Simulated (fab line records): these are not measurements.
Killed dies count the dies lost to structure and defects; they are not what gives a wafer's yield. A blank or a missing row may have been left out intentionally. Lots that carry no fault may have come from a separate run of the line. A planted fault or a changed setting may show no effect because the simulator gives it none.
fab line records	flow nand_harc
[record] lots = 7	wafers = 21	last_day = 24
route steps=1159 shown P_STI@107 P_GATE@110 END@1159
lots that met no fault: taken from a fault-free run of the same line
start_h: start of the lot's first displayed wafer, in hours after the record's first day	wait_h: time in hours since the lot's previous step	" unchanged from the row above	L1.1+2: several wafers, shown together as one row	- no value, or no start was given	* or withheld: withheld	< > ~ a bound
route shown NAME@n: names a module that has steps shown in the file, with the first one's number in the route	usual: mean/standard deviation taken from wafers without a fault	same: alike in all rows	chamber/n: place in a boat	sites: the reading at each site	_std_site: standard deviation across them	_edge_site: the outer-site mean with the inner-site mean subtracted	radius_mm: how far each site lies from the wafer's centre	mask NAME#n: copy n	behind: the tool/chamber that last shaped the wafer	hold: the reason the lot was held/the length of the hold in hours/how it ended	device: which transistor (n, p or np) failed to switch	end of line: tests run on the same wafers once the route is complete	step lacking rows: just its recipe	killed: at the first sort, the dies lost to defects and structure; wafer yield is something else	map: a wafer's dies, marking killed ones x, the rest . and places with no die _
set.NAME: the setting that was run; set.NAME@STEP: the one run at that earlier step	model.NAME: the simulator's own value behind a step, which no gauge read
certain route steps with their lots: each step a table, each wafer a row
services: when a tool's chamber went out of use (start_h, in hours from the record's first day, below 0 if earlier), for how many hours, and the reason
[[steps]]
[step NHARC_P_STI_SRD_39]
[step NHARC_P_STI_OXIDE_40]
[recipe] target_thk_a = 100	temp_c = 900	ox_time_s = 1362	material = SiO2
[step NHARC_P_STI_INSPECT_25]
[usual] raw_defect_count = 201/78
lot.wafer	tool	chamber	start_h	wait_h	raw_defect_count
L180.2	defect_inspect-01	-	74.71	0.4	261
L180.4	"	-	"	"	328
L180.6	"	-	"	"	262
L182.1	defect_inspect-02	-	81.83	0.4	125
L182.3	"	-	"	"	154
L182.6	"	-	"	"	126
L186.1	defect_inspect-01	-	106.56	0.4	168
L186.3	"	-	"	"	178
L186.5	"	-	"	"	174
L185.2	defect_inspect-02	-	106.56	0.4	156
L185.3	"	-	"	"	252
L185.6	"	-	"	"	119
L187.2	defect_inspect-01	-	114.45	0.4	173
L187.3	"	-	"	"	209
L187.5	"	-	"	"	208
L195.1	defect_inspect-01	-	167.75	0.4	229
L195.3	"	-	"	"	279
L195.5	"	-	"	"	413
L199.1	defect_inspect-02	-	193.18	0.4	390
L199.2	"	-	"	"	339
L199.6	"	-	"	"	381
[step NHARC_P_GATE_ETCH_69]
[recipe] target_depth_a = 140	chemistry = dHF	material = SiO2
[step NHARC_P_GATE_PRECLEAN_70]
[recipe] time_s = *	temp_c = 50	bath_age_min = 0	chemistry = SC1
[step NHARC_P_GATE_SRD_01]
[step NHARC_P_GATE_OXIDE_02]
[recipe] target_thk_a = 375	temp_c = 950	p_h2o_torr = 720	ox_time_s = 365	material = SiO2
[step NHARC_P_GATE_DEHYDRATE_03]
[recipe] temp_c = 150	time_s = 120
[step NHARC_P_GATE_HMDS_04]
[recipe] time_s = 30
[step NHARC_P_GATE_COAT_05]
[recipe] spin_rpm = 4690
[step NHARC_P_GATE_SOFTBAKE_06]
[recipe] temp_c = 122	time_s = 95
[step NHARC_P_GATE_EBR_07]
[step NHARC_P_GATE_EXPOSE_08]
[recipe] na = 0.6	dose_mj = 16.75	mask_id = P_HV
lot.wafer	tool	chamber	start_h	wait_h	mask	model.P_GATE.overlay_x_nm
L180.2+4+6	krf_scanner-02	0	85.16	-	P_HV#0	-4.109
L182.1+3+6	krf_scanner-03	0	89.92	-	P_HV#0	5.435
L186.1+3+5	krf_scanner-03	0	114.66	-	P_HV#0	29.38
L185.2+3+6	krf_scanner-03	0	114.70	-	P_HV#0	35.26
L187.2+3+5	krf_scanner-03	0	122.17	-	P_HV#0	2.294
L195.1+3+5	krf_scanner-02	0	175.86	-	P_HV#0	3.478
L199.1+2+6	krf_scanner-04	0	201.35	-	P_HV#0	-3.305
[step NHARC_P_GATE_PEB_09]
[recipe] peb_temp_c = 118	peb_time_s = 85
[step NHARC_END_SORT_01]
[recipe] temp_c = 25
[usual] killed_at_array = 24/8.8	killed_at_other = 0.7/0.99	killed_at_periphery = 3.5/2.6	killed_dies = 28/9.3	killed_open = 3.2/1.7	killed_short = 1.7/1.4
[same] gross_dies = 677
lot.wafer	tool	chamber	start_h	wait_h	killed_at_array	killed_at_other	killed_at_periphery	killed_dies	killed_open	killed_short
L185.2	prober-02	0	481.42	2.8	23	2	2	27	0	1
L185.3	prober-02	0	482.21	3.1	23	0	2	25	0	1
L185.6	prober-02	0	484.59	4.0	26	1	1	28	2	0
L186.1	prober-01	0	486.90	2.5	15	2	3	20	2	3
L186.3	prober-01	0	488.52	3.1	22	0	3	25	5	3
L186.5	prober-01	0	490.13	3.7	8	1	1	10	1	2
L195.1	prober-02	0	554.43	2.5	11	0	2	13	3	3
L195.3	prober-02	0	556.02	3.1	7	2	2	11	2	2
L195.5	prober-02	0	557.62	3.7	9	0	2	11	6	2
L199.2	prober-01	0	574.87	2.8	37	1	1	39	7	1
// killed by level:class
L185.2 A_CHANNEL_HOLE_D1:chamber_film_flake=12 A_SLIT:chamber_film_flake=7 P_STI:chamber_film_flake=2 A_CONTACT:chamber_film_flake=2 THIN_TSV:chamber_film_flake=2 A_WL_FILL:geometric_particle:short=1 A_WL_FILL:chamber_film_flake=1
L185.3 A_CHANNEL_HOLE_D1:chamber_film_flake=11 A_SLIT:chamber_film_flake=7 A_CONTACT:chamber_film_flake=3 P_STI:chamber_film_flake=2 A_M1:geometric_particle:short=1 A_WL_FILL:chamber_film_flake=1
L185.6 A_SLIT:chamber_film_flake=12 A_CHANNEL_HOLE_D1:chamber_film_flake=9 A_CONTACT:chamber_film_flake=2 P_M0:geometric_particle:open=1 A_ONON_D1:geometric_particle:open=1 A_SGD_CUT:chamber_film_flake=1 A_WL_FILL:chamber_film_flake=1 THIN_TSV:chamber_film_flake=1
L186.1 A_CONTACT:chamber_film_flake=6 A_CHANNEL_HOLE_D1:chamber_film_flake=5 A_STAIRCASE:chamber_film_flake=2 P_CONTACT:geometric_particle:open=1 P_M0:geometric_particle:short=1 A_BLC:geometric_particle:short=1 A_M0:geometric_particle:open=1 P_GATE:chamber_film_flake=1
L186.3 A_CONTACT:chamber_film_flake=9 A_CHANNEL_HOLE_D1:chamber_film_flake=5 A_ONON_D1:geometric_particle:open=2 A_STAIRCASE:chamber_film_flake=2 P_M0:geometric_particle:short=1 P_M0:geometric_particle:open=1 A_ONON_D1:geometric_particle:short=1 A_CHANNEL_HOLE_D1:geometric_particle:open=1
L186.5 A_CHANNEL_HOLE_D1:chamber_film_flake=3 A_ONON_D1:geometric_particle:short=2 A_CONTACT:chamber_film_flake=2 A_M1:geometric_particle:open=1 P_GATE:chamber_film_flake=1 THIN_TSV:chamber_film_flake=1
L195.1 A_CHANNEL_HOLE_D1:chamber_film_flake=3 P_M0:geometric_particle:open=1 A_SOURCE_PLATE:geometric_particle:open=1 A_CHANNEL_HOLE_D1:geometric_particle:short=1 A_SGD_CUT:geometric_particle:short=1 A_BLC:geometric_particle:short=1 A_M0:geometric_particle:open=1 P_GATE:chamber_film_flake=1
L195.3 A_CHANNEL_HOLE_D1:chamber_film_flake=4 A_STAIRCASE:chamber_film_flake=2 P_ZERO_WELL:geometric_particle:short=1 P_STI:geometric_particle:short=1 A_CHANNEL_HOLE_D1:geometric_particle:open=1 STARTING-WAFER:geometric_particle:open=1 THIN_TSV:chamber_film_flake=1
L195.5 A_CONTACT:chamber_film_flake=2 P_CONTACT:geometric_particle:open=1 P_M1:geometric_particle:open=1 A_SOURCE_PLATE:geometric_particle:open=1 A_ONON_D1:geometric_particle:short=1 A_ONON_D1:geometric_particle:open=1 A_WL_FILL:geometric_particle:open=1 A_WL_FILL:geometric_particle:short=1
L199.2 A_CHANNEL_HOLE_D1:chamber_film_flake=16 A_SLIT:chamber_film_flake=10 A_CONTACT:chamber_film_flake=4 A_WL_FILL:geometric_particle:open=2 A_M1:geometric_particle:open=2 P_CONTACT:geometric_particle:open=1 A_SOURCE_PLATE:geometric_particle:open=1 A_ONON_D1:geometric_particle:short=1
[[services]]
tool	chamber	start_h	hours	kind
krf_scanner-02	-	111.89	2.9	repair
krf_scanner-04	-	113.69	1.4	repair
krf_scanner-04	-	126.00	4.0	pm
krf_scanner-02	0	152.87	-	calibration
krf_scanner-03	-	156.61	1.5	repair
krf_scanner-03	-	168.00	4.0	pm
krf_scanner-04	0	175.71	-	calibration
krf_scanner-03	0	191.45	-	calibration
krf_scanner-03	-	200.03	2.9	repair
[[key]]
first_sign none at tools or gauges
[model_effect] step = NHARC_P_GATE_EXPOSE_08	value = P_GATE.overlay_x_nm	without = -2.299	struck = 22.31
met_at NHARC_P_GATE_EXPOSE_08
struck_wafers L185.2,L185.3,L185.6,L186.1,L186.3,L186.5,L187.2,L187.3,L187.5
tester_left_out L185,L186,L187
onset_between 89.92 114.66
[fault] kind = scanner_matching_overlay	tool = krf_scanner-03	chamber = -	onset_h = 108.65	steps = NHARC_P_GATE_EXPOSE_08	offset = 24.61
// tester_left_out: of these lots the tester's yield and bins aren't shown, on N5 and GAA mostly nor the transistor test; their killed dies are dies lost to structure and defects alone, not to doping, threshold or leakage, so they don't give the yield
